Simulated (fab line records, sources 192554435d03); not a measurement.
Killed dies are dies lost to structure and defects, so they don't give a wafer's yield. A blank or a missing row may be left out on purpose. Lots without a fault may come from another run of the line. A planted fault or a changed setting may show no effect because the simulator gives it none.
Chamber matching | flow n5_finfet | N5_MOL_CONTACT_COAG_STRIP_72 on rie_diel-02: 4 sister chambers
The step strips in N2/H2. 4 wafers are shown with their chamber, then 10 later ones without.

WAFERS WITH THEIR CHAMBER
wafer  | chamber | drypump_motor_current_A (A)
L080.4 | 2       | 5.82
L082.1 | 0       | 5.42
L083.2 | 1       | 4.93
L083.5 | 3       | 5.39

WAFERS WITHOUT THEIR CHAMBER
wafer  | drypump_motor_current_A (A)
L083.6 | 4.94
L090.1 | 4.91
L090.2 | 5.36
L090.5 | 5.41
L091.2 | 4.91
L091.4 | 5.44
L091.6 | 4.91
L095.2 | 5.43
L095.4 | 5.39
L095.5 | 5.81

WHICH CHAMBER EACH WENT THROUGH
wafer  | from the rows above     | in truth
L083.6 | 1                       | 1
L090.1 | 1                       | 1
L090.2 | can't be placed: 3 or 0 | 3
L090.5 | can't be placed: 0 or 3 | 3
L091.2 | 1                       | 1
L091.4 | can't be placed: 0 or 3 | 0
L091.6 | 1                       | 1
L095.2 | can't be placed: 0 or 3 | 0
L095.4 | can't be placed: 3 or 0 | 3
L095.5 | 2                       | 2
Placed correctly: 5 of 10. Can't be placed from these rows: 5 (the true chamber is among the candidates in 5). Placed wrongly: 0.
How it was worked out, from the rows above alone: a wafer's distance from a chamber is the root of the sum, over the readings, of the square of ((its reading less the chamber's mean) divided by the reading's scatter). The wafer belongs to the nearest chamber; if the next one is less than 2 further off, it can't be placed. A chamber's mean is the mean of its shown wafers. The scatter: with one shown wafer a chamber, the root of the mean of the squares of how far each hidden wafer lies from its nearest shown one.
